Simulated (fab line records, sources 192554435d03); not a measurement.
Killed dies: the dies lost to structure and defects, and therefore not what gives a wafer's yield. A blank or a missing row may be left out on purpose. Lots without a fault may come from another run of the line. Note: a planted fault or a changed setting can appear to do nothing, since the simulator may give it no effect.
Which tool is to blame?	flow n5_finfet	24 lots with 72 wafers sampled at 6 steps, on a route of 1938 steps

## WHAT EACH GAUGE READ, for each wafer
The record holds no reading of a measuring or inspecting step that can be judged against a usual standard deviation.

## WHICH TOOL RAN EACH LOT (tool, then ch and the chambers of the sampled wafers, then the start)
lot	N5_BEOL_M12_ETCH_67	N5_BEOL_M13_DESCUM_15	N5_BEOL_M13_ETCH_68	N5_BEOL_M13_DEGAS_41	N5_BEOL_M13_SPUTTER_43	N5_BEOL_M13_SPUTTER_44
L074	rie_diel-03 ch 0,1,3, day 10 03:44	rie_diel-05 ch 1,2,3, day 10 06:53	rie_diel-05 ch 2,3, day 10 08:01	pvd_sputter-03, day 10 11:43	pvd_sputter-03, day 10 11:48	pvd_sputter-03, day 10 11:53
L076	rie_diel-01 ch 0,1,2, day 10 21:52	rie_diel-06 ch 0,2, day 11 03:01	rie_diel-06 ch 0,2, day 11 04:08	pvd_sputter-02, day 11 05:01	pvd_sputter-02, day 11 05:06	pvd_sputter-02, day 11 05:11
L075	rie_diel-01 ch 1,2,3, day 11 00:16	rie_diel-02 ch 0,2,3, day 11 03:47	rie_diel-05 ch 0,2,3, day 11 05:03	pvd_sputter-03, day 11 07:40	pvd_sputter-03, day 11 07:44	pvd_sputter-03, day 11 07:49
L077	rie_diel-03 ch 1,3, day 11 05:59	rie_diel-06 ch 0,2,3, day 11 10:45	rie_diel-06 ch 0,2,3, day 11 12:01	pvd_sputter-02, day 11 15:21	pvd_sputter-02, day 11 15:26	pvd_sputter-02, day 11 15:31
L078	rie_diel-04 ch 0,1,3, day 11 12:01	rie_diel-06 ch 0,2, day 11 18:40	rie_diel-02 ch 0,2, day 11 19:50	pvd_sputter-03, day 11 23:00	pvd_sputter-03, day 11 23:05	pvd_sputter-03, day 11 23:10
L079	rie_diel-04 ch 0,3, day 11 19:46	rie_diel-05 ch 0,2, day 12 01:58	rie_diel-05 ch 0,2, day 12 03:13	pvd_sputter-03, day 12 07:29	pvd_sputter-03, day 12 07:34	pvd_sputter-03, day 12 07:38
L081	rie_diel-01 ch 0,1, day 12 00:27	rie_diel-06 ch 1,2, day 12 03:52	rie_diel-06 ch 1,2, day 12 04:59	pvd_sputter-03, day 12 10:16	pvd_sputter-03, day 12 10:20	pvd_sputter-03, day 12 10:25
L080	rie_diel-04 ch 0,2,3, day 12 00:36	rie_diel-02 ch 0,1,2, day 12 04:08	rie_diel-02 ch 0,1,2, day 12 05:23	pvd_sputter-02, day 12 10:30	pvd_sputter-02, day 12 10:35	pvd_sputter-02, day 12 10:40
L082	rie_diel-04 ch 0,1, day 12 07:32	rie_diel-02 ch 0,2, day 12 13:09	rie_diel-06 ch 0,1,2, day 12 14:37	pvd_sputter-02, day 12 15:36	pvd_sputter-02, day 12 15:41	pvd_sputter-02, day 12 15:46
L083	rie_diel-01 ch 0,1,2, day 12 09:16	rie_diel-02 ch 1,2, day 12 13:27	rie_diel-05 ch 0,2, day 12 14:47	pvd_sputter-03, day 12 17:07	pvd_sputter-03, day 12 17:12	pvd_sputter-03, day 12 17:17
L084	rie_diel-03 ch 0,1,2, day 12 21:31	rie_diel-05 ch 0,1,3, day 13 02:26	rie_diel-05 ch 0,2,3, day 13 03:41	pvd_sputter-03, day 13 08:23	pvd_sputter-03, day 13 08:28	pvd_sputter-03, day 13 08:33
L085	rie_diel-04 ch 0,1, day 13 02:52	rie_diel-05 ch 0,1,3, day 13 06:14	rie_diel-06 ch 0,3, day 13 07:29	pvd_sputter-03, day 13 08:43	pvd_sputter-03, day 13 08:47	pvd_sputter-03, day 13 08:52
L086	rie_diel-04 ch 0,2,3, day 13 04:07	rie_diel-02 ch 1,2,3, day 13 07:47	rie_diel-05 ch 0,1,3, day 13 09:04	pvd_sputter-03, day 13 09:52	pvd_sputter-03, day 13 09:56	pvd_sputter-03, day 13 10:01
L087	rie_diel-04 ch 0,2, day 13 23:20	rie_diel-06 ch 0,1,3, day 14 04:34	rie_diel-05 ch 2,3, day 14 05:41	pvd_sputter-03, day 14 10:28	pvd_sputter-03, day 14 10:32	pvd_sputter-03, day 14 10:37
L089	rie_diel-04 ch 0,1,2, day 14 04:31	rie_diel-02 ch 0,1, day 14 11:36	rie_diel-06 ch 0,1,3, day 14 13:31	pvd_sputter-01, day 14 14:48	pvd_sputter-01, day 14 14:53	pvd_sputter-01, day 14 14:58
L088	rie_diel-01 ch 0,2, day 14 07:34	rie_diel-05 ch 1,2,3, day 14 12:26	rie_diel-05 ch 0,2, day 14 14:12	pvd_sputter-01, day 14 15:12	pvd_sputter-01, day 14 15:17	pvd_sputter-01, day 14 15:22
L091	rie_diel-03 ch 2,3, day 14 17:58	rie_diel-02 ch 0,1,2, day 14 23:21	rie_diel-05 ch 2,3, day 15 00:29	pvd_sputter-02, day 15 08:02	pvd_sputter-02, day 15 08:07	pvd_sputter-02, day 15 08:12
L090	rie_diel-04 ch 2,3, day 14 18:20	rie_diel-06 ch 0,1,2, day 14 23:32	rie_diel-06 ch 0,1,2, day 15 00:52	pvd_sputter-01, day 15 04:23	pvd_sputter-01, day 15 04:28	pvd_sputter-01, day 15 04:33
L092	rie_diel-03 ch 1,3, day 15 00:47	rie_diel-05 ch 1,2, day 15 06:20	rie_diel-06 ch 0,3, day 15 07:28	pvd_sputter-03, day 15 08:12	pvd_sputter-03, day 15 08:17	pvd_sputter-03, day 15 08:22
L093	rie_diel-01 ch 1,2, day 15 09:32	rie_diel-02 ch 1,3, day 15 13:22	rie_diel-02 ch 0,3, day 15 14:30	pvd_sputter-03, day 15 18:53	pvd_sputter-03, day 15 18:58	pvd_sputter-03, day 15 19:02
L094	rie_diel-01 ch 0,2,3, day 15 17:08	rie_diel-02 ch 0,1,3, day 15 22:34	rie_diel-06 ch 1,2,3, day 15 23:43	pvd_sputter-03, day 16 01:48	pvd_sputter-03, day 16 01:53	pvd_sputter-03, day 16 01:58
L095	rie_diel-03 ch 0,1, day 15 22:14	rie_diel-02 ch 0,1, day 16 01:18	rie_diel-06 ch 0,1,3, day 16 02:28	pvd_sputter-03, day 16 05:11	pvd_sputter-03, day 16 05:16	pvd_sputter-03, day 16 05:21
L096	rie_diel-03 ch 0,2, day 16 05:46	rie_diel-05 ch 0,3, day 16 10:01	rie_diel-02 ch 0,2,3, day 16 11:08	pvd_sputter-03, day 16 14:29	pvd_sputter-03, day 16 14:34	pvd_sputter-03, day 16 14:39
L097	rie_diel-04 ch 0,2, day 16 10:21	rie_diel-02 ch 0,1,3, day 16 15:59	rie_diel-02 ch 0,1,3, day 16 17:08	pvd_sputter-01, day 16 18:45	pvd_sputter-01, day 16 18:50	pvd_sputter-01, day 16 18:55
- N5_BEOL_M12_ETCH_67: etches SiARC in CF4, target depth 143 nm, time 238.3 s.
- N5_BEOL_M13_DESCUM_15: chemistry O2, time 7.9 s.
- N5_BEOL_M13_ETCH_68: etches SOC in N2/H2, time 355 s.
- N5_BEOL_M13_DEGAS_41: time 60 s.
- N5_BEOL_M13_SPUTTER_43: material TaN, target thk 15 nm, time 24.19 s.
- N5_BEOL_M13_SPUTTER_44: material Ta, target thk 10 nm, time 16.13 s.

## AS READ BY THE TOOLS THEMSELVES (means over the sampled wafers that have a number; for cases with no such wafer, the mark the record gives instead)
N5_BEOL_M12_ETCH_67.
lot	tool	bias_w (W)	drypump_motor_current_A (A)	etch_rf_on_time_s (s)	oes_product_au (a.u.)	rf_vpp_V (V)	showerhead_plenum_p_Torr (Torr)	throttle_valve_pct (%)
L074	rie_diel-03	35.97	5.7	241	0.63	185.4	2.24	15.88
L076	rie_diel-01	36.01	5.8	239	0.68	184.1	2.16	15.61
L075	rie_diel-01	35.96	5.5	240	0.65	185.0	2.17	15.69
L077	rie_diel-03	35.98	5.5	238	0.63	184.7	2.24	15.99
L078	rie_diel-04	36.02	5.5	235	0.70	184.0	2.14	15.61
L079	rie_diel-04	35.95	5.4	238	0.68	185.3	2.20	15.70
L081	rie_diel-01	35.99	6.2	238	0.64	182.9	2.12	15.54
L080	rie_diel-04	36.01	5.2	230	0.68	185.3	2.20	15.63
L082	rie_diel-04	35.95	5.7	237	0.75	183.9	2.15	15.49
L083	rie_diel-01	36.05	5.7	236	0.67	183.2	2.16	15.63
L084	rie_diel-03	36.00	5.8	234	0.64	184.8	2.17	15.74
L085	rie_diel-04	35.96	5.6	240	0.72	184.7	2.21	15.59
L086	rie_diel-04	36.05	5.2	231	0.67	185.2	2.20	15.64
L087	rie_diel-04	35.97	5.4	238	0.69	186.8	2.27	15.61
L089	rie_diel-04	36.04	5.5	231	0.71	184.7	2.20	15.52
L088	rie_diel-01	35.95	5.6	239	0.70	184.8	2.23	15.67
L091	rie_diel-03	35.81	5.7	237	0.74	183.7	2.15	15.76
L090	rie_diel-04	36.04	5.1	225	0.63	183.1	2.11	15.71
L092	rie_diel-03	35.95	5.5	236	0.75	184.6	2.23	15.70
L093	rie_diel-01	36.14	5.5	235	0.77	185.8	2.28	15.39
L094	rie_diel-01	36.02	5.7	238	0.73	185.2	2.21	15.52
L095	rie_diel-03	36.02	5.6	234	0.72	184.6	2.24	15.57
L096	rie_diel-03	36.11	6.2	235	0.74	183.9	2.14	15.63
L097	rie_diel-04	36.01	5.4	234	0.69	184.8	2.26	15.66

N5_BEOL_M13_DESCUM_15.
lot	tool	drypump_motor_current_A (A)	oes_product_au (a.u.)	rf_vpp_V (V)	showerhead_plenum_p_Torr (Torr)	throttle_valve_pct (%)
L074	rie_diel-05	5.4	0.85	243.9	2.16	20.45
L076	rie_diel-06	5.5	0.85	245.1	2.18	20.33
L075	rie_diel-02	5.5	0.73	243.7	2.10	20.46
L077	rie_diel-06	5.6	0.83	244.3	2.08	20.22
L078	rie_diel-06	5.5	0.83	244.1	2.18	20.35
L079	rie_diel-05	5.4	0.80	244.6	2.18	20.35
L081	rie_diel-06	4.9	0.91	243.6	2.11	20.24
L080	rie_diel-02	5.7	0.73	242.9	2.04	20.36
L082	rie_diel-02	5.3	0.71	242.5	2.08	20.53
L083	rie_diel-02	6.0	0.74	241.7	2.00	20.20
L084	rie_diel-05	5.7	0.81	243.6	2.12	20.46
L085	rie_diel-05	5.7	0.81	243.5	2.12	20.47
L086	rie_diel-02	5.8	0.72	242.6	2.06	20.31
L087	rie_diel-06	5.4	0.85	243.1	2.02	20.13
L089	rie_diel-02	5.7	0.74	242.9	2.01	20.22
L088	rie_diel-05	5.4	0.80	244.0	2.15	20.50
L091	rie_diel-02	5.7	0.71	241.8	2.03	20.40
L090	rie_diel-06	5.3	0.85	243.6	2.12	20.26
L092	rie_diel-05	5.4	0.80	243.6	2.18	20.47
L093	rie_diel-02	5.6	0.72	242.3	2.09	20.30
L094	rie_diel-02	5.5	0.71	243.8	2.07	20.35
L095	rie_diel-02	5.7	0.73	241.7	2.01	20.24
L096	rie_diel-05	5.5	0.77	243.5	2.11	20.45
L097	rie_diel-02	5.5	0.71	242.8	2.07	20.36

N5_BEOL_M13_ETCH_68.
lot	tool	bias_w (W)	drypump_motor_current_A (A)	oes_product_au (a.u.)	rf_vpp_V (V)	showerhead_plenum_p_Torr (Torr)	throttle_valve_pct (%)
L074	rie_diel-05	349.7	5.2	0.83	524.6	2.63	17.81
L076	rie_diel-06	349.9	5.6	0.87	525.6	2.62	17.54
L075	rie_diel-05	350.3	5.5	0.81	525.7	2.62	17.75
L077	rie_diel-06	348.8	5.6	0.82	523.3	2.52	17.52
L078	rie_diel-02	349.9	5.3	0.72	523.7	2.50	17.73
L079	rie_diel-05	349.3	5.4	0.80	526.5	2.65	17.71
L081	rie_diel-06	349.9	4.9	0.91	525.4	2.54	17.43
L080	rie_diel-02	349.7	5.7	0.73	522.6	2.47	17.67
L082	rie_diel-06	351.0	5.3	0.87	525.3	2.58	17.49
L083	rie_diel-05	350.2	5.8	0.79	525.1	2.61	17.72
L084	rie_diel-05	349.6	5.4	0.80	525.7	2.62	17.78
L085	rie_diel-06	349.1	5.7	0.83	522.8	2.50	17.48
L086	rie_diel-05	349.4	5.7	0.80	524.3	2.59	17.91
L087	rie_diel-05	349.9	5.2	0.80	525.0	2.62	17.87
L089	rie_diel-06	350.9	5.4	0.83	520.6	2.46	17.42
L088	rie_diel-05	349.2	5.4	0.79	525.5	2.64	17.73
L091	rie_diel-05	350.2	5.1	0.79	526.5	2.65	17.81
L090	rie_diel-06	348.5	5.3	0.84	525.0	2.57	17.52
L092	rie_diel-06	350.1	5.8	0.79	520.1	2.40	17.46
L093	rie_diel-02	350.4	5.2	0.70	524.2	2.54	17.82
L094	rie_diel-06	349.6	5.3	0.79	523.0	2.48	17.50
L095	rie_diel-06	349.8	5.4	0.82	521.7	2.45	17.45
L096	rie_diel-02	349.9	5.5	0.78	523.9	2.54	17.72
L097	rie_diel-02	350.4	5.5	0.70	522.8	2.51	17.76

N5_BEOL_M13_DEGAS_41.
lot	tool	heater_power_w (W)
L074	pvd_sputter-03	361
L076	pvd_sputter-02	311
L075	pvd_sputter-03	301
L077	pvd_sputter-02	308
L078	pvd_sputter-03	347
L079	pvd_sputter-03	316
L081	pvd_sputter-03	308
L080	pvd_sputter-02	314
L082	pvd_sputter-02	300
L083	pvd_sputter-03	318
L084	pvd_sputter-03	357
L085	pvd_sputter-03	385
L086	pvd_sputter-03	360
L087	pvd_sputter-03	317
L089	pvd_sputter-01	337
L088	pvd_sputter-01	338
L091	pvd_sputter-02	307
L090	pvd_sputter-01	336
L092	pvd_sputter-03	357
L093	pvd_sputter-03	343
L094	pvd_sputter-03	352
L095	pvd_sputter-03	395
L096	pvd_sputter-03	364
L097	pvd_sputter-01	334

N5_BEOL_M13_SPUTTER_43.
lot	tool	throttle_valve_pct (%)
L074	pvd_sputter-03	29.1
L076	pvd_sputter-02	29.7
L075	pvd_sputter-03	30.0
L077	pvd_sputter-02	29.8
L078	pvd_sputter-03	29.2
L079	pvd_sputter-03	30.3
L081	pvd_sputter-03	30.4
L080	pvd_sputter-02	29.7
L082	pvd_sputter-02	29.9
L083	pvd_sputter-03	30.1
L084	pvd_sputter-03	29.0
L085	pvd_sputter-03	28.6
L086	pvd_sputter-03	28.9
L087	pvd_sputter-03	30.2
L089	pvd_sputter-01	29.9
L088	pvd_sputter-01	29.9
L091	pvd_sputter-02	29.7
L090	pvd_sputter-01	30.2
L092	pvd_sputter-03	29.3
L093	pvd_sputter-03	29.2
L094	pvd_sputter-03	29.2
L095	pvd_sputter-03	28.4
L096	pvd_sputter-03	28.9
L097	pvd_sputter-01	29.7

N5_BEOL_M13_SPUTTER_44.
lot	tool	throttle_valve_pct (%)
L074	pvd_sputter-03	29.0
L076	pvd_sputter-02	29.6
L075	pvd_sputter-03	29.7
L077	pvd_sputter-02	30.0
L078	pvd_sputter-03	29.4
L079	pvd_sputter-03	30.2
L081	pvd_sputter-03	30.3
L080	pvd_sputter-02	29.7
L082	pvd_sputter-02	29.9
L083	pvd_sputter-03	29.9
L084	pvd_sputter-03	29.0
L085	pvd_sputter-03	28.6
L086	pvd_sputter-03	29.0
L087	pvd_sputter-03	30.4
L089	pvd_sputter-01	30.0
L088	pvd_sputter-01	29.7
L091	pvd_sputter-02	29.8
L090	pvd_sputter-01	30.3
L092	pvd_sputter-03	29.2
L093	pvd_sputter-03	29.2
L094	pvd_sputter-03	29.3
L095	pvd_sputter-03	28.2
L096	pvd_sputter-03	29.1
L097	pvd_sputter-01	29.9

## THE ANSWER, worked out from the rows above alone
Rule: usual is defined by the lots themselves. The widest of any qualifying gaps counts: lots, ordered by their means at a reading, are off when they make up no more than a third of the lots, leave a main group of 4 or more, and stand apart from it by 3 or more times the standard deviation of that group's means. A main group whose means are all the same, to the digits that the tables above print for the reading, isn't used. Also off: a lot with no number at a reading for which 4 or more lots have one. All remaining lots with rows at the step are treated as sound. The gauges are gone through in route order, then the tools' own readings, and for those a lot's mean is taken as printed above. At the first step where some lot is off, the reading lying furthest off is the one used; lots without a number count as furthest.
None of the lots is off at any reading shown; this tells nothing.

## WHAT THE SIMULATOR HAD INSERTED
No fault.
